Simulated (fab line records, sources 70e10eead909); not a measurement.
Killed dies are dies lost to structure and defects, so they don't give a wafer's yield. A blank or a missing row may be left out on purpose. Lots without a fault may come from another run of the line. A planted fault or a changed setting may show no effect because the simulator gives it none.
A struck lot beside a sound one | flow nand_harc | 15 steps out of a route of 1159
Sound: wafers L188.2, L188.3, L188.4. Struck: wafers L192.2, L192.3. (L192.4 of the same lot was not struck and is left out.) The cause comes at the end.
At each step with rows: each side's tool, then ch and its chambers, then its first start. Under that, the readings that differ: sound wafers | struck wafers | difference of the means | sigmas: that difference in standard deviations of wafers without a fault.
alike: readings whose means differ by less than 2 such deviations, and words and numbers that are the same on both sides. not compared: withheld readings, readings that some wafer has no value for, bounds like >300 that may hide the same value, and numbers for which the record gives no deviation and whose values overlap.
The two part at a step that has a row with sigmas, a row that says differs or no value, or rows on one side only. Numbers that don't overlap but have no deviation are shown without sigmas and don't part them. A reading that every wafer of one side lacks parts them only if that side has two wafers or more.

NHARC_A_CONTACT_ETCH_134: etches the open film in C4F8/O2/Ar, time 140 s, target depth 700 nm.
  sound on har_cap_etch-02 ch 0,1, day 17 10:13; struck on har_cap_etch-03 ch 0,1, day 19 03:03
  not compared: rf_hours_counter_h
then, 1 step without rows for these wafers: NHARC_A_CONTACT_ETCH_135 (etches the open film in C4F8/O2/Ar, time 132 s, target depth 1287 nm).
NHARC_A_CONTACT_ETCH_136: etches the open film in C4F8/O2/Ar, time 132 s, target depth 1287 nm.
  sound on har_cap_etch-02 ch 0,1, day 17 10:32; struck on har_cap_etch-03 ch 0,1, day 19 03:29
  not compared: rf_hours_counter_h
NHARC_A_CONTACT_ETCH_137: etches the open film in C4F8/O2/Ar, time 132 s, target depth 1287 nm.
  sound on har_cap_etch-02 ch 0,1, day 17 10:39; struck on har_cap_etch-03 ch 0,1, day 19 03:39
  not compared: rf_hours_counter_h
NHARC_A_CONTACT_ETCH_138: etches the open film in C4F8/O2/Ar, time 132 s, target depth 1289 nm.
  sound on har_cap_etch-02 ch 0,1, day 17 10:47; struck on har_cap_etch-03 ch 0,1, day 19 03:49
  not compared: rf_hours_counter_h
NHARC_A_CONTACT_ETCH_139: etches the open film in C4F8/O2/Ar, time 137 s, target depth 590 nm.
  sound on har_cap_etch-02 ch 0,1, day 17 10:55; struck on har_cap_etch-03 ch 0,1, day 19 03:59
  not compared: rf_hours_counter_h
then, 2 steps without rows for these wafers: NHARC_A_CONTACT_ETCH_92 (etches the open film in CH3F/O2, target depth 40 nm, time 85.7 s); NHARC_A_CONTACT_ETCH_98 (etches the open film in C4F6/O2, target depth 20 nm, time 10 s).
NHARC_A_CONTACT_CD_MEAS_15:
  sound on cd_sem-03, day 17 11:32; struck on cd_sem-03, day 19 04:41
  reading    | sound          | struck    | difference | sigmas
  cd_nm (nm) | 91.1 91.4 90.9 | 88.4 89.2 | -2.3       | -4
then, 3 steps without rows for these wafers: NHARC_A_CONTACT_STRIP_107 (strips in N2/H2); NHARC_A_CONTACT_STRIP_108 (strips in CF4/CHF3); NHARC_A_CONTACT_STRIP_109 (strips in O2/COS).
NHARC_A_CONTACT_ETCH_110: etches the open film in CF4/O2, target depth 50 nm, overetch 5 nm, time 27.5 s.
  sound on rie_diel-04 ch 0,1,3, day 17 11:56; struck on rie_diel-02 ch 2,3, day 19 04:59
  reading                | sound             | struck      | difference | sigmas
  oes_product_au (a.u.)  | 0.994 0.989 1.016 | 0.927 0.927 | -0.073     | -9
  rf_hours_counter_h (h) | 33 39 36          | 16 21       | -18        |
  alike: drypump_motor_current_A, o2_flow_sccm, rf_vpp_V, showerhead_plenum_p_Torr, throttle_valve_pct
then, 1 step without rows for these wafers: NHARC_A_CONTACT_STRIP_26 (strips in O2).
-- the record jumps here: 2 days lie between the struck wafers' starts before and after (it left off in module A_CONTACT and takes up again in module END, whose first step shown is number 1159 of the route) --
NHARC_END_SORT_01:
  sound on prober-01 ch 0, day 19 13:08; struck on prober-02 ch 0, day 21 13:44
  reading         | sound    | struck  | difference | sigmas
  killed_at_array | 26 22 23 | 629 639 | +610       | +71
  killed_dies     | 32 31 27 | 631 643 | +607       | +70
  alike: killed_at_other, killed_at_periphery, killed_open, killed_short

WHERE THEY PART
First at NHARC_A_CONTACT_CD_MEAS_15; last, within this record, at NHARC_END_SORT_01.

WHY: what the simulator had put in
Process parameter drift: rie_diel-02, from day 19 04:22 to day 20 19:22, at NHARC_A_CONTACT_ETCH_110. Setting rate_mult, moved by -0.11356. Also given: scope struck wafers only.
